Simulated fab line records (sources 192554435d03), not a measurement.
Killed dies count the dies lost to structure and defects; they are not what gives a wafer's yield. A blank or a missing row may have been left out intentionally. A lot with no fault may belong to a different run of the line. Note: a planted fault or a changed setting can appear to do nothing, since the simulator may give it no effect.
fab line records	flow n5_finfet
record lots=7	wafers=39
route steps=1938 shown ZERO_LAYER@11 STI_FIN_REVEAL@190 ILD0@343 GATE_CUT@477
start_h: hours from the record's first day to the start of the lot's first wafer shown	wait_h: hours since the lot's step before	" unchanged from the row above	L1.1+2: several wafers, shown together as one row	- value missing, or start not given	* or withheld: withheld	< > ~ a bound
route shown NAME@n: NAME is a module with steps in the file, n the number in the route of the first one	usual: mean and standard deviation over wafers with no fault	same: alike in all rows	chamber/n: place in a boat	sites: the reading at each site	_std_site: standard deviation across them	_edge_site: inner sites' mean taken away from outer sites' mean	radius_mm: how far each site lies from the wafer's centre	mask NAME#n: copy n	behind: tool/chamber where the wafer was last shaped	hold: reason for holding the lot/hours on hold/outcome of the hold	device: the transistor (n, p or np) that didn't switch	end of line: tests of these same wafers at the route's end	a step with no rows: only its recipe	killed: dies lost to structure and defects at the first sort, not the wafer's yield	map: a wafer's dies, marking killed ones x, the rest . and places with no die _
set.NAME: setting as actually run; set.NAME@STEP: the setting as run at that earlier step	model.NAME: the simulator's own value behind a step, which no gauge read
lots whose settings were changed on purpose; a table a step, a row a wafer
## steps
# step N5_ZERO_LAYER_DEVELOP_10
# recipe develop_time_s=60	rinse_liquid=diw	dry=air_spin	dev_temp_c=21
lot.wafer	tool	chamber	start_h	wait_h	set.develop_time_s
L075.1+2+5	litho_track-03	0	-	-	60
L075.3+4+6	"	0	"	"	49.34
L077.1+2+4	litho_track-02	0	-	-	72.48
L077.3+5+6	"	0	"	"	60
L078.1+2+3+4+5+6	litho_track-05	0	-	-	60
L086.1+2+3	litho_track-02	0	-	-	77.66
L086.4+5+6	"	0	"	"	60
L089.1+2+6	litho_track-03	0	-	-	60
L090.1+4+5	litho_track-02	0	-	-	60
L090.2+3+6	"	0	"	"	33.94
L094.1+3+6	litho_track-05	0	-	-	38.96
L094.2+4+5	"	0	"	"	60
# step N5_ZERO_LAYER_HARDBAKE_23
# recipe temp_c=130	time_s=120
# step N5_ZERO_LAYER_CD_MEAS_11
# recipe target_cd_nm=2000	landing_energy_ev=500	detector=se_inlens
# usual cd_nm=1999.8/1.9
lot.wafer	tool	chamber	start_h	wait_h	set.develop_time_s@ZERO_LAYER_DEVELOP_10	cd_nm
L075.1	cd_sem-02	0	18.64	-	60	2002.3
L075.2	"	0	"	"	60	2001.9
L075.3	"	0	"	"	49.34	1996.2
L075.4	"	0	"	"	49.34	1994.9
L075.5	"	0	"	"	60	1997.5
L075.6	"	0	"	"	49.34	1996.8
L077.1	cd_sem-02	0	30.78	-	72.48	2004.2
L077.2	"	0	"	"	72.48	2006.0
L077.3	"	0	"	"	60	1999.9
L077.4	"	0	"	"	72.48	2004.3
L077.5	"	0	"	"	60	2001.6
L077.6	"	0	"	"	60	2001.4
L078.1	cd_sem-02	0	36.80	-	60	2000.6
L078.2	"	0	"	"	60	2001.4
L078.3	"	0	"	"	60	2000.7
L078.4	"	0	"	"	60	2000.4
L078.5	"	0	"	"	60	2003.7
L078.6	"	0	"	"	60	1997.4
L086.1	cd_sem-01	0	84.64	-	77.66	2004.2
L086.2	"	0	"	"	77.66	2004.2
L086.3	"	0	"	"	77.66	2002.0
L086.4	"	0	"	"	60	1998.9
L086.5	"	0	"	"	60	1998.3
L086.6	"	0	"	"	60	1998.4
L089.1	cd_sem-02	0	102.77	-	60	2000.3
L089.2	"	0	"	"	60	2001.4
L089.6	"	0	"	"	60	1999.9
L090.1	cd_sem-01	0	108.78	-	60	1998.7
L090.2	"	0	"	"	33.94	1988.7
L090.3	"	0	"	"	33.94	1989.2
L090.4	"	0	"	"	60	2001.1
L090.5	"	0	"	"	60	1999.8
L090.6	"	0	"	"	33.94	1989.8
L094.1	cd_sem-02	0	132.64	-	38.96	1986.1
L094.2	"	0	"	"	60	1998.9
L094.3	"	0	"	"	38.96	1990.2
L094.4	"	0	"	"	60	2000.7
L094.5	"	0	"	"	60	2000.3
L094.6	"	0	"	"	38.96	1990.3
# step N5_ZERO_LAYER_DESCUM_16
# recipe chemistry=O2	time_s=7.9	source_power_w=50	bias_power_w=20	pressure_mtorr=20	rf_frequency_hz=2.712e+07	temp_c=40	o2_flow_sccm=225
lot.wafer	tool	chamber	start_h	wait_h	set.develop_time_s@ZERO_LAYER_DEVELOP_10	model.ZERO_LAYER.cd_nm
L075.1+2	rie_diel-03	1,2	18.70	0.1	60	2002
L075.3	"	0	"	"	49.34	1996
L075.4	"	3	"	"	49.34	1995
L075.5	"	1	"	"	60	1998
L075.6	"	0	"	"	49.34	1997
L077.1	rie_diel-04	1	30.82	0.0	72.48	2004
L077.2	"	0	"	"	72.48	2006
L077.3	"	2	"	"	60	2000
L077.4	"	3	"	"	72.48	2005
L077.5	"	3	"	"	60	2002
L077.6	"	0	"	"	60	-
L078.1+3+4	rie_diel-04	2,3,1	36.84	0.0	60	2001
L078.2	"	0	"	"	60	2002
L078.5	"	2	"	"	60	2004
L078.6	"	3	"	"	60	1997
L086.1+2	rie_diel-03	2,0	86.10	1.5	77.66	2004
L086.3	"	1	"	"	77.66	2002
L086.4+5	"	3,1	"	"	60	1999
L086.6	"	0	"	"	60	1998
L089.1+6	rie_diel-04	3	102.93	0.2	60	2000
L089.2	"	1	"	"	60	2001
L090.1	rie_diel-04	0	108.82	0.0	60	1999
L090.2+3	"	3,2	"	"	33.94	1989
L090.4	"	1	"	"	60	2001
L090.5	"	2	"	"	60	2000
L090.6	"	3	"	"	33.94	1990
L094.1	rie_diel-02	0	132.68	0.0	38.96	1986
L094.2	"	3	"	"	60	1999
L094.3	"	1	"	"	38.96	1990
L094.4	"	2	"	"	60	2001
L094.5	"	0	"	"	60	2000
L094.6	"	3	"	"	38.96	1991
# step N5_ZERO_LAYER_ETCH_17
# recipe chemistry=CF4	target=SiO2	target_depth_a=120	time_s=13.3	ion_energy_ev=350	pressure_mtorr=40	source_w=450	bias_w=215	Ar_flow_sccm=100	cf4_flow_sccm=100
lot.wafer	tool	chamber	start_h	wait_h	set.develop_time_s@ZERO_LAYER_DEVELOP_10	model.ZERO_LAYER.cd_nm
L075.1+2	rie_diel-03	1,2	18.73	0.0	60	2002
L075.3	"	0	"	"	49.34	1996
L075.4	"	3	"	"	49.34	1995
L075.5	"	1	"	"	60	1998
L075.6	"	0	"	"	49.34	1997
L077.1+4	rie_diel-04	1,3	30.86	0.0	72.48	2004
L077.2	"	0	"	"	72.48	2006
L077.3	"	2	"	"	60	1999
L077.5+6	"	3,0	"	"	60	2002
L078.1+3+4	rie_diel-04	2,3,1	36.87	0.0	60	2001
L078.2	"	0	"	"	60	2002
L078.5	"	2	"	"	60	2004
L078.6	"	3	"	"	60	1998
L086.1+2	rie_diel-03	2,0	86.13	0.0	77.66	2004
L086.3	"	1	"	"	77.66	2002
L086.4+5	"	3,1	"	"	60	1999
L086.6	"	0	"	"	60	1998
L089.1+6	rie_diel-04	3	102.96	0.0	60	2000
L089.2	"	1	"	"	60	2001
L090.1	rie_diel-04	0	108.85	0.0	60	1999
L090.2+3	"	3,2	"	"	33.94	1989
L090.4	"	1	"	"	60	2001
L090.5	"	2	"	"	60	2000
L090.6	"	3	"	"	33.94	1990
L094.1	rie_diel-02	0	132.72	0.0	38.96	1986
L094.2	"	3	"	"	60	1999
L094.3	"	1	"	"	38.96	1990
L094.4+5	"	2,0	"	"	60	2000
L094.6	"	3	"	"	38.96	1991
# step N5_STI_FIN_REVEAL_ETCHBACK_08
# recipe chemistry=C4F6/O2	target=SiO2	target_depth_a=305	time_s=10.167	ion_energy_ev=250	pressure_mtorr=30	source_w=345	bias_w=185	Ar_flow_sccm=300	C4F6_flow_sccm=10	O2_flow_sccm=10
lot.wafer	tool	chamber	start_h	wait_h	set.time_s
L075.1+2+3+4+5+6	rie_diel-06	2,1,3,3,2,1	40.42	0.2	10.167
L077.1+4+6	rie_diel-05	1,0,1	52.64	0.2	4.605
L077.2+3+5	"	3,0,3	"	"	10.167
L078.1+4+5	rie_diel-06	1,0,1	58.13	0.2	7.461
L078.2+3+6	"	2,3,2	"	"	10.167
L086.1+2+5	rie_diel-05	1,3,1	108.37	0.2	14.01
L086.3+4+6	"	0,2,0	"	"	10.167
L089.1+2+6	rie_diel-01	1,3,2	123.94	0.2	10.167
L090.1+3+5	rie_diel-01	0,1,3	130.10	0.2	6.668
L090.2+4+6	"	3,1,0	"	"	10.167
L094.1+2+4	rie_diel-01	3,2,0	156.63	0.2	6.043
L094.3+5+6	"	1,2,1	"	"	10.167
# step N5_STI_FIN_REVEAL_STRIP_24
# recipe chemistry=N2/H2	time_s=90	power_w=100	temp_c=40	pressure_mtorr=100	rf_frequency_hz=6e+07	bias_power_w=3	n2_flow_sccm=300	h2_flow_sccm=300
# step N5_STI_FIN_REVEAL_PRECLEAN_25
# recipe chemistry=SPM	time_s=90	temp_c=120	mix=4:1
# step N5_STI_FIN_REVEAL_SRD_23
# recipe dry=ipa_marangoni	time_s=30	temp_c=23	rinse_liquid=diw
# step N5_STI_FIN_REVEAL_FIN_H_MEAS_10
# usual trench_depth_nm=52.3/0.62
lot.wafer	tool	chamber	start_h	wait_h	set.time_s@STI_FIN_REVEAL_ETCHBACK_08	trench_depth_nm
L075.1	ocd-02	-	43.44	0.0	10.167	52.6
L075.2	"	-	"	"	10.167	52.5
L075.3	"	-	"	"	10.167	52.5
L075.4	"	-	"	"	10.167	52.4
L075.5	"	-	"	"	10.167	52.7
L075.6	"	-	"	"	10.167	52.3
L077.1	ocd-02	-	55.74	0.0	4.605	35.4
L077.2	"	-	"	"	10.167	53.1
L077.3	"	-	"	"	10.167	53.5
L077.4	"	-	"	"	4.605	36.4
L077.5	"	-	"	"	10.167	53.5
L077.6	"	-	"	"	4.605	36.4
L078.1	ocd-02	-	61.08	0.0	7.461	44.0
L078.2	"	-	"	"	10.167	52.3
L078.3	"	-	"	"	10.167	51.7
L078.4	"	-	"	"	7.461	44.6
L078.5	"	-	"	"	7.461	43.9
L078.6	"	-	"	"	10.167	52.7
L086.1	ocd-02	-	111.34	0.0	14.01	64.0
L086.2	"	-	"	"	14.01	63.2
L086.3	"	-	"	"	10.167	52.0
L086.4	"	-	"	"	10.167	52.0
L086.5	"	-	"	"	14.01	63.8
L086.6	"	-	"	"	10.167	51.8
L089.1	ocd-02	-	126.93	0.0	10.167	51.9
L089.2	"	-	"	"	10.167	51.8
L089.6	"	-	"	"	10.167	52.6
L090.1	ocd-01	-	133.07	0.0	6.668	42.0
L090.2	"	-	"	"	10.167	52.2
L090.3	"	-	"	"	6.668	42.2
L090.4	"	-	"	"	10.167	52.5
L090.5	"	-	"	"	6.668	42.2
L090.6	"	-	"	"	10.167	52.9
L094.1	ocd-02	-	159.59	0.0	6.043	39.2
L094.2	"	-	"	"	6.043	39.3
L094.3	"	-	"	"	10.167	51.0
L094.4	"	-	"	"	6.043	39.4
L094.5	"	-	"	"	10.167	52.0
L094.6	"	-	"	"	10.167	52.0
# step N5_ILD0_ALD_15
# recipe material=SiNx	target_thk_a=240	temp_c=400	ald_precursor_family=SiH2I2	ald_co_reactant=N2/H2-plasma	pulse_time_s=1	ald_cycles=480	purge_time_s=2	co_reactant_purge_time_s=2	pressure_torr=2
lot.wafer	tool	chamber	start_h	wait_h	set.ald_cycles	model.SiNx_of_ILD0_ALD_15.thk_nm
L075.1	ald_sin-02	0	67.40	0.6	649	32.6
L075.2+4+5	"	2,1,0	"	"	480	24
L075.3+6	"	3	"	"	649	32.4
L077.1	ald_sin-02	0	82.18	0.8	480	23.8
L077.2+5	"	3	"	"	480	24.2
L077.3+4+6	"	2,1,0	"	"	480	24
L078.1+2+3	ald_sin-03	2,3,0	85.61	0.6	580	28.8
L078.4+6	"	1,2	"	"	480	23.8
L078.5	"	3	86.70	1.2	480	24
L086.1	ald_sin-02	1	135.67	1.1	480	24
L086.2+3+5	"	3,2,2	"	"	401	20
L086.4+6	"	0,3	"	"	480	23.8
L089.1+2+6	ald_sin-01	3,2,2	152.80	0.6	480	24
L090.1+6	ald_sin-01	1	158.93	0.6	480	24
L090.2+5	"	2	"	"	480	24.2
L090.3+4	"	3,0	"	"	480	23.8
L094.1+5	ald_sin-02	0,1	184.24	0.6	480	23.8
L094.2+3+6	"	2,3,2	"	"	323	16
L094.4	"	1	"	"	480	24
# step N5_GATE_CUT_HM_DEP_46
# recipe material=SiO2	target_thk_a=1300	temp_c=400	precursor=TEOS/O2	pressure_torr=6.5	rf_w=900	teos_flow_sccm=161.4	gas=O2	flow_sccm=2650	time_s=26.6
lot.wafer	tool	chamber	start_h	wait_h	set.time_s	model.SiO2_of_GATE_CUT_HM_DEP_46.thk_nm
L075.1	pecvd-01	1	87.96	0.0	26.6	131
L075.2	"	0	"	"	20.12	102.4
L075.3	"	1	"	"	26.6	133.2
L075.4	"	0	"	"	20.12	103.4
L075.5	"	0	"	"	26.6	134
L075.6	"	1	"	"	20.12	102.8
L077.1	pecvd-01	2	102.54	0.0	26.6	131
L077.2	"	0	"	"	30.67	151.8
L077.3	"	1	"	"	30.67	150.6
L077.4	"	0	"	"	30.67	154.2
L077.5+6	"	1,2	"	"	26.6	133.2
L078.1	pecvd-04	1	105.69	0.0	26.6	128.6
L078.2	"	2	"	"	26.6	129.8
L078.3	"	0	"	"	26.6	130
L078.4	"	2	"	"	26.6	132
L078.5	"	1	"	"	26.6	129.6
L078.6	"	0	"	"	26.6	131.8
L086.1	pecvd-02	0	158.94	0.0	31.17	147.6
L086.2	"	2	"	"	31.17	151
L086.3	"	2	"	"	26.6	132.2
L086.4	"	0	"	"	31.17	151.8
L086.5	"	0	"	"	26.6	129
L086.6	"	2	"	"	26.6	132.4
L089.1	pecvd-02	0	172.72	0.0	26.6	127.2
L089.2	"	2	"	"	26.6	130.4
L089.6	"	1	"	"	26.6	129.8
L090.1	pecvd-01	1	179.02	0.0	26.6	126.6
L090.2	"	2	"	"	17.09	80.4
L090.3	"	0	"	"	17.09	82.8
L090.4	"	1	"	"	26.6	130.2
L090.5	"	0	"	"	17.09	85.2
L090.6	"	2	"	"	26.6	127
L094.1	pecvd-01	1	204.43	0.0	26.6	129.6
L094.2	"	0	"	"	26.6	131.2
L094.3+5	"	0	"	"	18.31	93.4
L094.4	"	1	"	"	18.31	93
L094.6	"	1	"	"	26.6	132
# step N5_GATE_CUT_COAT_34
# recipe resist=SOC	temp_c=250	time_s=60	spin_rpm=1500	resist_thk_nm=60
# step N5_GATE_CUT_COAT_35
# recipe resist=SiARC	temp_c=220	time_s=60	spin_rpm=1500	resist_thk_nm=10
# step N5_GATE_CUT_STRIP_38
# recipe chemistry=N2/H2	temp_c=40	n2_flow_sccm=200	h2_flow_sccm=200	rf_frequency_hz=6e+07
# step N5_GATE_CUT_STRIP_39
# recipe chemistry=N2/H2	temp_c=40	n2_flow_sccm=200	h2_flow_sccm=200	rf_frequency_hz=6e+07
# step N5_GATE_CUT_HM_OPEN_40
# recipe chemistry=C4F6/O2	target=SiO2	mask_material=SiARC	target_depth_a=1390	time_s=85.1	ion_energy_ev=250	pressure_mtorr=30	source_w=345	bias_w=185	Ar_flow_sccm=300	C4F6_flow_sccm=10	O2_flow_sccm=10	ends=cleared
# usual etch_rf_on_time_s=93.6/2
lot.wafer	tool	chamber	start_h	wait_h	set.time_s@GATE_CUT_HM_DEP_46	etch_rf_on_time_s	model.etch.depth_nm	model.SOC_of_GATE_CUT_COAT_34.thk_nm
L075.1	rie_diel-03	2	88.74	0.0	26.6	92.6	131	32.6
L075.2	"	0	"	"	20.12	73.5	102.5	38
L075.3	"	3	"	"	26.6	96.9	133.2	32.2
L075.4	"	1	"	"	20.12	73.4	103.4	38
L075.5	"	1	"	"	26.6	94.2	134	32
L075.6	"	2	"	"	20.12	72.5	102.8	38.4
L077.1	rie_diel-03	3	103.29	0.0	26.6	94.9	131	33.2
L077.2	"	1	"	"	30.67	104.8	151.9	28.4
L077.3	"	0	"	"	30.67	107.8	150.6	28.4
L077.4	"	2	"	"	30.67	108.9	154.3	28
L077.5	"	2	"	"	26.6	94.1	133.2	32.4
L077.6	"	1	"	"	26.6	92.1	133.1	32.6
L078.1	rie_diel-03	3	106.44	0.0	26.6	92.4	128.5	33.2
L078.2	"	0	"	"	26.6	92.8	129.8	32.6
L078.3	"	1	"	"	26.6	90.8	130	32.6
L078.4	"	2	"	"	26.6	93.7	132.1	32.2
L078.5	"	0	"	"	26.6	93.4	129.5	32.4
L078.6	"	1	"	"	26.6	92.3	131.9	32.2
L086.1	rie_diel-03	3	159.58	0.0	31.17	106.7	147.6	29
L086.2	"	2	"	"	31.17	107.0	151	28.2
L086.3	"	0	"	"	26.6	95.3	132.3	31.6
L086.4	"	3	"	"	31.17	109.4	151.8	28.2
L086.5	"	2	"	"	26.6	92.1	129.1	32.6
L086.6	"	0	"	"	26.6	96.3	132.5	31.4
L089.1	rie_diel-04	0	173.46	0.0	26.6	93.3	127.1	33.2
L089.2	"	3	"	"	26.6	91.3	130.5	33
L089.6	"	3	"	"	26.6	90.6	129.8	33.2
L090.1	rie_diel-03	0	179.68	0.0	26.6	92.5	126.6	33
L090.2	"	3	"	"	17.09	59.0	80.35	43
L090.3	"	1	"	"	17.09	58.6	82.7	42.4
L090.4	"	2	"	"	26.6	94.3	130.2	32.8
L090.5	"	2	"	"	17.09	61.9	85.12	42.2
L090.6	"	3	"	"	26.6	93.0	127	33.4
L094.1	rie_diel-02	0	205.19	0.0	26.6	92.8	129.5	32.2
L094.2	"	2	"	"	26.6	95.0	131.3	32.4
L094.3	"	3	"	"	18.31	66.6	93.37	40.2
L094.4	"	2	"	"	18.31	65.9	92.95	40
L094.5	"	0	"	"	18.31	67.4	93.46	39.8
L094.6	"	3	"	"	26.6	93.5	131.9	32.4
# step N5_GATE_CUT_STRIP_41
# recipe chemistry=CF4	resist=SiARC	power_w=300	bias_power_w=75	pressure_mtorr=50	cf4_flow_sccm=150	rf_frequency_hz=6e+07
# step N5_GATE_CUT_STRIP_42
# recipe chemistry=O2	power_w=400	temp_c=40	pressure_mtorr=30	rf_frequency_hz=6e+07	bias_power_w=0	overash_fraction=0.3	o2_flow_sccm=225
# step N5_GATE_CUT_ALD_22
# recipe material=SiNx	target_thk_a=160	temp_c=400	ald_precursor_family=SiH2I2	ald_co_reactant=N2/H2-plasma	pulse_time_s=1	ald_cycles=320	purge_time_s=2	co_reactant_purge_time_s=2	pressure_torr=2
# step N5_GATE_CUT_CMP_23
# recipe stop_on=SiO2	t_overpolish_s=23.4	post_cmp_clean=alkaline_brush	down_force_psi=2.5	platen_rpm=51.8	pad_velocity_m_s=1.0307	target_thk_nm=16
# step N5_GATE_CUT_THK_MEAS_24
# recipe reads=SiO2_of_GATE_CUT_HM_DEP_46+SiO2_flowable_of_ILD0_FCVD_FILL_01
# usual GC_FILL_THK=220.9/2.4
lot.wafer	tool	chamber	start_h	wait_h	set.time_s@GATE_CUT_HM_DEP_46	GC_FILL_THK[nm]
L075.1	film_metro-02	-	91.20	-	26.6	220.2
L075.2	"	-	"	"	20.12	193.5
L075.3	"	-	"	"	26.6	223.0
L075.4	"	-	"	"	20.12	196.2
L075.5	"	-	"	"	26.6	226.3
L075.6	"	-	"	"	20.12	193.0
L077.1	film_metro-02	-	105.75	-	26.6	220.2
L077.2	"	-	"	"	30.67	241.6
L077.3	"	-	"	"	30.67	241.6
L077.4	"	-	"	"	30.67	243.3
L077.5	"	-	"	"	26.6	223.7
L077.6	"	-	"	"	26.6	221.9
L078.1	film_metro-01	-	108.90	-	26.6	220.2
L078.2	"	-	"	"	26.6	219.7
L078.3	"	-	"	"	26.6	220.4
L078.4	"	-	"	"	26.6	221.8
L078.5	"	-	"	"	26.6	220.7
L078.6	"	-	"	"	26.6	221.3
L086.1	film_metro-02	-	162.04	-	31.17	237.9
L086.2	"	-	"	"	31.17	240.7
L086.3	"	-	"	"	26.6	224.2
L086.4	"	-	"	"	31.17	242.7
L086.5	"	-	"	"	26.6	219.3
L086.6	"	-	"	"	26.6	222.7
L089.1	film_metro-02	-	175.98	-	26.6	215.8
L089.2	"	-	"	"	26.6	220.0
L089.6	"	-	"	"	26.6	220.5
L090.1	film_metro-01	-	183.27	-	26.6	216.7
L090.2	"	-	"	"	17.09	170.4
L090.3	"	-	"	"	17.09	172.1
L090.4	"	-	"	"	26.6	220.3
L090.5	"	-	"	"	17.09	173.8
L090.6	"	-	"	"	26.6	216.9
L094.1	film_metro-01	-	207.65	-	26.6	221.6
L094.2	"	-	"	"	26.6	221.9
L094.3	"	-	"	"	18.31	182.7
L094.4	"	-	"	"	18.31	183.0
L094.5	"	-	"	"	18.31	183.8
L094.6	"	-	"	"	26.6	224.2
# step N5_GATE_CUT_CMP_43
# recipe material=SiO2	post_cmp_clean=rinse_only
lot.wafer	tool	chamber	start_h	wait_h	set.time_s@GATE_CUT_HM_DEP_46	model.SiO2_of_GATE_CUT_HM_DEP_46.thk_nm
L075.1	cmp-01	1	91.23	0.0	26.6	5
L075.4	"	2	"	"	20.12	3.8
L075.3+5	"	3,2	"	"	26.6	5.2
L075.2+6	"	0,1	"	"	20.12	3.6
L077.1	cmp-02	3	105.78	0.0	26.6	5
L077.2+3	"	0,2	"	"	30.67	6
L077.4	"	1	"	"	30.67	6.2
L077.6+5	"	3,0	"	"	26.6	5.2
L078.2+1+3+5+6	cmp-01	2,3,1,2,3	108.93	0.0	26.6	5
L078.4	"	0	"	"	26.6	5.2
L086.1	cmp-03	2	162.16	0.1	31.17	5.8
L086.2+4	"	3,0	"	"	31.17	6
L086.3+5	"	1,2	"	"	26.6	5
L086.6	"	3	"	"	26.6	5.2
L089.1	cmp-01	2	176.14	0.2	26.6	4.8
L089.2+6	"	3,2	"	"	26.6	5
L090.3+5	cmp-03	3,0	183.30	0.0	17.09	2.8
L090.4	"	0	"	"	26.6	5
L090.1+6	"	1,3	"	"	26.6	4.8
L090.2	"	2	"	"	17.09	2.6
L094.4+3+5	cmp-03	3,2,0	207.68	0.0	18.31	3.2
L094.2+1+6	"	0,1,3	"	"	26.6	5
## key
split step=N5_ZERO_LAYER_DEVELOP_10	setting=develop_time_s	stated=60	by=wafer
response step=N5_ZERO_LAYER_CD_MEAS_11	reading=cd_nm	change=+0.245	per=1%	r=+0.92
response step=N5_ZERO_LAYER_DESCUM_16	reading=model.ZERO_LAYER.cd_nm	change=+0.246	per=1%	r=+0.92
response step=N5_ZERO_LAYER_ETCH_17	reading=model.ZERO_LAYER.cd_nm	change=+0.244	per=1%	r=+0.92
split step=N5_STI_FIN_REVEAL_ETCHBACK_08	setting=time_s	stated=10.167	by=wafer
response step=N5_STI_FIN_REVEAL_FIN_H_MEAS_10	reading=trench_depth_nm	change=+0.31	per=1%	r=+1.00
split step=N5_ILD0_ALD_15	setting=ald_cycles	stated=480	by=wafer
response step=N5_ILD0_ALD_15	reading=model.SiNx_of_ILD0_ALD_15.thk_nm	change=+0.239	per=1%	r=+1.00
split step=N5_GATE_CUT_HM_DEP_46	setting=time_s	stated=26.6	by=wafer
response step=N5_GATE_CUT_HM_DEP_46	reading=model.SiO2_of_GATE_CUT_HM_DEP_46.thk_nm	change=+1.23	per=1%	r=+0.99
response step=N5_GATE_CUT_HM_OPEN_40	reading=etch_rf_on_time_s	change=*	per=1%	r=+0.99
response step=N5_GATE_CUT_HM_OPEN_40	reading=model.etch.depth_nm	change=+1.23	per=1%	r=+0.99
response step=N5_GATE_CUT_HM_OPEN_40	reading=model.SOC_of_GATE_CUT_COAT_34.thk_nm	change=-0.251	per=1%	r=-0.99
response step=N5_GATE_CUT_THK_MEAS_24	reading=GC_FILL_THK	change=+1.24	per=1%	r=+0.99
response step=N5_GATE_CUT_CMP_43	reading=model.SiO2_of_GATE_CUT_HM_DEP_46.thk_nm	change=+0.0585	per=1%	r=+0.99
